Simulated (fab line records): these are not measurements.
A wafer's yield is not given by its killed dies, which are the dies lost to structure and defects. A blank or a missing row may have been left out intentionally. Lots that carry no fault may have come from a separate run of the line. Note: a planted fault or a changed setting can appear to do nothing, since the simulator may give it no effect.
A struck lot beside a sound one / flow nandHarc / 14 steps out of a route of 1302
Sound: wafers L213.1, L213.5, L213.6. Struck: wafers L224.2, L224.4, L224.6. The cause comes at the end.
Order at every step that has rows: each side's tool, ch and its chambers, its first start. Under that, the readings that differ: sound wafers / struck wafers / difference of the means / sigmas: that difference in standard deviations of wafers without a fault.
alike: a reading whose means differ by less than 2 such deviations, as well as words and numbers matching on both sides. not compared: withheld readings; readings where some wafer has no value; bounds like >300 that might hide an equal value; numbers whose values overlap and for which the record gives no deviation.
A row with sigmas, a row that says differs or no value, or rows on one side alone: a step with any of these is where the two part. Numbers that don't overlap but have no deviation are shown without sigmas and don't part them. A reading missing from all wafers of one side parts the sides only when that side holds two or more wafers.

NHARC_A_CHANNEL_HOLE_D2_STRIP_28: strips in O2.
  sound on rieDiel-10 ch 0,1,3; struck on rieDiel-06 ch 1,2
  alike: drypumpMotorCurrentA, mfcArSccm, oesProductAu, rfVppV, showerheadPlenumPTorr, throttleValvePct
  not compared: rfHoursCounterH
then, 2 steps without rows for these wafers: NHARC_A_CHANNEL_HOLE_D2_PRECLEAN_29 (cleans in SC1); NHARC_A_CHANNEL_HOLE_D2_SRD_30.
NHARC_A_CHANNEL_HOLE_D2_CD_MEAS_31:
  sound: cdSem-02 at day 16 14:03; struck: cdSem-03 at day 21 02:36
reading=cdNm (nm); sound=92.0 92.0 90.8; struck=89.0 88.9 89.5; difference=-2.5; sigmas=-3
NHARC_A_CHANNEL_HOLE_D2_XSEM_32:
  sound on xsem-02 ch 0, day 16 14:09; struck on xsem-01 ch 0, day 21 02:41
reading=botCdNm (nm); sound=76.6 75.6 74.6; struck=72.4 72.3 72.9; difference=-3.1; sigmas=-3
  alike: bowNm, tiltDeg
NHARC_A_CHANNEL_HOLE_D2_INSPECT_40:
  sound: defectInspect-02 at day 16 14:15; struck: defectInspect-01 at day 21 02:47
  alike: rawDefectCount
then, 3 steps without rows for these wafers: NHARC_A_CHANNEL_FILL_D2_PRECLEAN_00 (cleans in SC1); NHARC_A_CHANNEL_FILL_D2_SRD_01; NHARC_A_CHANNEL_FILL_D2_ALD_02 (deposits SiO2, target thk 6 nm, pulse time 10 s, ald cycles 60).
NHARC_A_CHANNEL_FILL_D2_ALD_03: deposits SiNx, target thk 6 nm, pulse time 60 s, ald cycles 58.
  sound on aldSinBatch-03 ch 0; struck on aldSinBatch-03 ch 0
  alike: aldCycles, precursorPulseHeightRel
NHARC_A_CHANNEL_FILL_D2_ALD_14: deposits SiO2, target thk 2.5 nm, pulse time 10 s, ald cycles 25.
  sound on aldHk-01 ch 2,3, day 16 23:19; struck on aldHk-02 ch 1,2,3, day 21 11:05
  alike: aldCycles, heaterPowerW, precursorPulseHeightRel
NHARC_A_CHANNEL_FILL_D2_ALD_15: deposits SiNx, target thk 2 nm, pulse time 60 s, ald cycles 19.
  sound on aldSinBatch-02 ch 0; struck on aldSinBatch-01 ch 0
  alike: aldCycles, precursorPulseHeightRel
NHARC_A_CHANNEL_FILL_D2_ALD_16: deposits SiO2, target thk 1.5 nm, pulse time 10 s, ald cycles 15.
  sound on aldHk-01 ch 0,2,3, day 17 04:34; struck on aldHk-02 ch 0,1,2, day 21 16:13
reading=aldCycles; sound=15 15 15; struck=13 13 13; difference=-2; sigmas=
  alike: heaterPowerW, precursorPulseHeightRel
then, 1 step without rows for these wafers: NHARC_A_CHANNEL_FILL_D2_ANNEAL_17 (time 1800 s).

## WHERE THEY PART
Last at NHARC_A_CHANNEL_HOLE_D2_XSEM_32 as far as this record goes, first at NHARC_A_CHANNEL_HOLE_D2_CD_MEAS_31. Later steps at which nothing parts them and some readings are alike: NHARC_A_CHANNEL_HOLE_D2_INSPECT_40, NHARC_A_CHANNEL_FILL_D2_ALD_03, NHARC_A_CHANNEL_FILL_D2_ALD_14, NHARC_A_CHANNEL_FILL_D2_ALD_15, NHARC_A_CHANNEL_FILL_D2_ALD_16.

WHY: whatever the simulator had introduced
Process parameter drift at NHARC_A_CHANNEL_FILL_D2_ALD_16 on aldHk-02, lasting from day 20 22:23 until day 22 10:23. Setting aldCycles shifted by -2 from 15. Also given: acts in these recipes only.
